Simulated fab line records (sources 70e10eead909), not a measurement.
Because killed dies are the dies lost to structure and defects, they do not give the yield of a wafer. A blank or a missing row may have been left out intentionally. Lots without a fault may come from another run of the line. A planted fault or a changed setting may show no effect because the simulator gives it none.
Chamber matching -- flow nand-harc -- NHARC_P_GATE_DESCUM_93 on rie-diel-05 has 4 sister chambers
The step chemistry O2, time 3 s. 16 wafers are shown with their chamber, then 8 later ones without.

## EACH WAFER AND ITS CHAMBER
wafer,chamber,drypump-motor-current-A (A),showerhead-plenum-p-Torr (Torr),rf-vpp-V (V)
L074.2,3,6.1,1.80,57.3
L074.3,0,6.0,1.97,57.0
L074.5,1,5.5,1.95,57.4
L075.1,0,6.0,1.97,57.3
L075.3,1,5.6,1.95,58.4
L075.4,1,5.6,1.95,56.6
L081.1,2,5.0,1.89,56.3
L081.3,1,5.5,1.95,57.6
L081.6,1,5.5,1.95,58.8
L084.3,1,5.6,1.95,58.6
L084.4,0,6.0,1.96,57.8
L084.5,1,5.5,1.95,56.6
L085.3,1,5.6,1.94,56.8
L085.4,3,6.1,1.80,57.6
L085.6,3,6.1,1.80,56.8
L087.1,0,6.0,1.96,57.4

SIGNATURES, as means of the wafers listed above
reading,chamber 0,chamber 1,chamber 2,chamber 3,scatter within a chamber
drypump-motor-current-A,6.000,5.550,5.000,6.100,0.0408
showerhead-plenum-p-Torr,1.9650,1.9487,1.8900,1.8000,0.00395
rf-vpp-V,57.375,57.600,56.300,57.233,0.731
Rule: for a wafer and a chamber, the distance is found by dividing, reading by reading, the gap between the wafer's reading and the chamber's mean by the reading's scatter, squaring, summing and taking the root. If the next closest chamber is less than 2 further off than the closest, the wafer can't be placed; otherwise it belongs to the closest. How the scatter is found: for the shown wafers, subtract from each reading the mean of its chamber, square and add these, divide the total by (wafers less chambers), then take the root.

## WAFERS WHOSE CHAMBER IS MISSING
wafer,drypump-motor-current-A (A),showerhead-plenum-p-Torr (Torr),rf-vpp-V (V)
L087.2,5.5,1.94,57.6
L087.5,6.1,1.80,58.3
L088.3,6.0,1.96,58.3
L088.4,5.6,1.94,58.5
L088.5,5.0,1.89,55.8
L089.4,6.0,1.96,58.0
L089.5,6.0,1.96,57.7
L089.6,6.1,1.80,57.8

## CHAMBER TAKEN BY EACH
wafer,from the rows above,in truth
L087.2,1,1
L087.5,3,3
L088.3,0,0
L088.4,1,1
L088.5,2,2
L089.4,0,0
L089.5,0,0
L089.6,3,3
Placed correctly: 8 of 8. Left unplaced by these rows: 0. Wrongly placed: 0.
